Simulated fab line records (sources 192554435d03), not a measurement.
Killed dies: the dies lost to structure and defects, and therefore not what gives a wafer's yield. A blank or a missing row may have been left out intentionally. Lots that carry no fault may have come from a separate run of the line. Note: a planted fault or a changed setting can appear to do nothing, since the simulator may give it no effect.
Chamber matching || flow n5-finfet || 4 sister chambers for N5_BEOL_M2_ETCH_70 on rie-diel-03
The step etches SOC in N2/H2, target depth 80 nm, overetch 24 nm, time 130 s. 16 wafers are shown with their chamber, then 8 later ones without.

EACH WAFER AND ITS CHAMBER
{"wafer": "L075.1", "chamber": 3, "drypump-motor-current-A (A)": 5.9, "showerhead-plenum-p-Torr (Torr)": 2.44, "throttle-valve-pct (%)": 17.62}
{"wafer": "L075.3", "chamber": 2, "drypump-motor-current-A (A)": 5.0, "showerhead-plenum-p-Torr (Torr)": 2.59, "throttle-valve-pct (%)": 18.15}
{"wafer": "L075.4", "chamber": 1, "drypump-motor-current-A (A)": 5.5, "showerhead-plenum-p-Torr (Torr)": 2.64, "throttle-valve-pct (%)": 17.86}
{"wafer": "L081.1", "chamber": 1, "drypump-motor-current-A (A)": 5.5, "showerhead-plenum-p-Torr (Torr)": 2.63, "throttle-valve-pct (%)": 17.87}
{"wafer": "L081.4", "chamber": 2, "drypump-motor-current-A (A)": 5.0, "showerhead-plenum-p-Torr (Torr)": 2.59, "throttle-valve-pct (%)": 18.17}
{"wafer": "L081.5", "chamber": 1, "drypump-motor-current-A (A)": 5.5, "showerhead-plenum-p-Torr (Torr)": 2.63, "throttle-valve-pct (%)": 17.87}
{"wafer": "L087.2", "chamber": 0, "drypump-motor-current-A (A)": 5.2, "showerhead-plenum-p-Torr (Torr)": 2.58, "throttle-valve-pct (%)": 17.55}
{"wafer": "L087.3", "chamber": 2, "drypump-motor-current-A (A)": 5.0, "showerhead-plenum-p-Torr (Torr)": 2.58, "throttle-valve-pct (%)": 18.19}
{"wafer": "L087.5", "chamber": 3, "drypump-motor-current-A (A)": 6.0, "showerhead-plenum-p-Torr (Torr)": 2.43, "throttle-valve-pct (%)": 17.65}
{"wafer": "L091.3", "chamber": 0, "drypump-motor-current-A (A)": 5.2, "showerhead-plenum-p-Torr (Torr)": 2.58, "throttle-valve-pct (%)": 17.56}
{"wafer": "L091.4", "chamber": 1, "drypump-motor-current-A (A)": 5.5, "showerhead-plenum-p-Torr (Torr)": 2.62, "throttle-valve-pct (%)": 17.91}
{"wafer": "L091.6", "chamber": 2, "drypump-motor-current-A (A)": 5.0, "showerhead-plenum-p-Torr (Torr)": 2.58, "throttle-valve-pct (%)": 18.22}
{"wafer": "L093.3", "chamber": 3, "drypump-motor-current-A (A)": 6.0, "showerhead-plenum-p-Torr (Torr)": 2.43, "throttle-valve-pct (%)": 17.68}
{"wafer": "L093.4", "chamber": 0, "drypump-motor-current-A (A)": 5.2, "showerhead-plenum-p-Torr (Torr)": 2.58, "throttle-valve-pct (%)": 17.55}
{"wafer": "L093.6", "chamber": 3, "drypump-motor-current-A (A)": 6.0, "showerhead-plenum-p-Torr (Torr)": 2.43, "throttle-valve-pct (%)": 17.69}
{"wafer": "L094.1", "chamber": 0, "drypump-motor-current-A (A)": 5.2, "showerhead-plenum-p-Torr (Torr)": 2.57, "throttle-valve-pct (%)": 17.58}

SIGNATURES (averages over the wafers above)
{"reading": "drypump-motor-current-A", "chamber 0": 5.200, "chamber 1": 5.500, "chamber 2": 5.000, "chamber 3": 5.975, "scatter within a chamber": 0.025}
{"reading": "showerhead-plenum-p-Torr", "chamber 0": 2.5775, "chamber 1": 2.6300, "chamber 2": 2.5850, "chamber 3": 2.4325, "scatter within a chamber": 0.00612}
{"reading": "throttle-valve-pct", "chamber 0": 17.5600, "chamber 1": 17.8775, "chamber 2": 18.1825, "chamber 3": 17.6600, "scatter within a chamber": 0.0254}
Rule: a wafer lies at a distance from a chamber equal to the root of the sum of squares, over the readings, of (its reading less the chamber's mean, divided by the reading's scatter). The wafer belongs to the nearest chamber; if the next one is less than 2 further off, it can't be placed. The scatter is the square root of a quotient: the sum, over the shown wafers, of each reading's squared deviation from its chamber's mean, divided by wafers minus chambers.

WAFERS WITH NO CHAMBER GIVEN
{"wafer": "L094.5", "drypump-motor-current-A (A)": 5.5, "showerhead-plenum-p-Torr (Torr)": 2.62, "throttle-valve-pct (%)": 17.93}
{"wafer": "L094.6", "drypump-motor-current-A (A)": 5.2, "showerhead-plenum-p-Torr (Torr)": 2.57, "throttle-valve-pct (%)": 17.57}
{"wafer": "L096.1", "drypump-motor-current-A (A)": 5.2, "showerhead-plenum-p-Torr (Torr)": 2.57, "throttle-valve-pct (%)": 17.56}
{"wafer": "L096.5", "drypump-motor-current-A (A)": 5.0, "showerhead-plenum-p-Torr (Torr)": 2.57, "throttle-valve-pct (%)": 18.24}
{"wafer": "L096.6", "drypump-motor-current-A (A)": 5.5, "showerhead-plenum-p-Torr (Torr)": 2.61, "throttle-valve-pct (%)": 17.93}
{"wafer": "L097.1", "drypump-motor-current-A (A)": 5.5, "showerhead-plenum-p-Torr (Torr)": 2.61, "throttle-valve-pct (%)": 17.93}
{"wafer": "L097.2", "drypump-motor-current-A (A)": 5.0, "showerhead-plenum-p-Torr (Torr)": 2.57, "throttle-valve-pct (%)": 18.25}
{"wafer": "L097.3", "drypump-motor-current-A (A)": 5.9, "showerhead-plenum-p-Torr (Torr)": 2.42, "throttle-valve-pct (%)": 17.69}

THE CHAMBER EACH PASSED THROUGH
{"wafer": "L094.5", "from the rows above": 1, "in truth": 1}
{"wafer": "L094.6", "from the rows above": 0, "in truth": 0}
{"wafer": "L096.1", "from the rows above": 0, "in truth": 0}
{"wafer": "L096.5", "from the rows above": 2, "in truth": 2}
{"wafer": "L096.6", "from the rows above": 1, "in truth": 1}
{"wafer": "L097.1", "from the rows above": 1, "in truth": 1}
{"wafer": "L097.2", "from the rows above": 2, "in truth": 2}
{"wafer": "L097.3", "from the rows above": 3, "in truth": 3}
8 of 8 placed correctly. Can't be placed from these rows: 0. Wrongly placed: 0.
